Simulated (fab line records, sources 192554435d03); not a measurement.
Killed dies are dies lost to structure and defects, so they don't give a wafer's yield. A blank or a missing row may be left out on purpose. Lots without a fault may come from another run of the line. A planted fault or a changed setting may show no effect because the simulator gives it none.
Chamber matching | flow n5_finfet | N5_BEOL_M2_ETCH_74 on rie_diel-05: 4 sister chambers
The step etches underlayer in N2/H2, target depth 6.5 nm, time 5.2 s. 8 wafers are shown with their chamber, then 10 later ones without.

WAFERS WITH THEIR CHAMBER
wafer  | chamber | showerhead_plenum_p_Torr (Torr) | drypump_motor_current_A (A)
L079.4 | 2       | 2.69                            | 5.2
L081.4 | 1       | 2.60                            | 5.1
L085.4 | 1       | 2.60                            | 5.1
L085.5 | 3       | 2.59                            | 5.6
L086.4 | 3       | 2.59                            | 5.5
L088.4 | 2       | 2.68                            | 5.2
L090.3 | 0       | 2.43                            | 6.4
L090.4 | 0       | 2.43                            | 6.4

WAFERS WITHOUT THEIR CHAMBER
wafer  | showerhead_plenum_p_Torr (Torr) | drypump_motor_current_A (A)
L090.6 | 2.68                            | 5.2
L095.2 | 2.59                            | 5.6
L095.3 | 2.68                            | 5.2
L095.4 | 2.58                            | 5.2
L092.4 | 2.58                            | 5.1
L092.5 | 2.58                            | 5.6
L092.6 | 2.42                            | 6.4
L097.1 | 2.42                            | 6.4
L097.2 | 2.67                            | 5.2
L097.3 | 2.58                            | 5.5

WHICH CHAMBER EACH WENT THROUGH
wafer  | from the rows above | in truth
L090.6 | 2                   | 2
L095.2 | 3                   | 3
L095.3 | 2                   | 2
L095.4 | 1                   | 1
L092.4 | 1                   | 1
L092.5 | 3                   | 3
L092.6 | 0                   | 0
L097.1 | 0                   | 0
L097.2 | 2                   | 2
L097.3 | 3                   | 3
Placed correctly: 10 of 10. Can't be placed from these rows: 0. Placed wrongly: 0.
How it was worked out, from the rows above alone: a wafer's distance from a chamber is the root of the sum, over the readings, of the square of ((its reading less the chamber's mean) divided by the reading's scatter). The wafer belongs to the nearest chamber; if the next one is less than 2 further off, it can't be placed. A chamber's mean is the mean of its shown wafers. The scatter: the root of (the sum of the squares of (reading less its chamber's mean) over the shown wafers, divided by (wafers less chambers)).
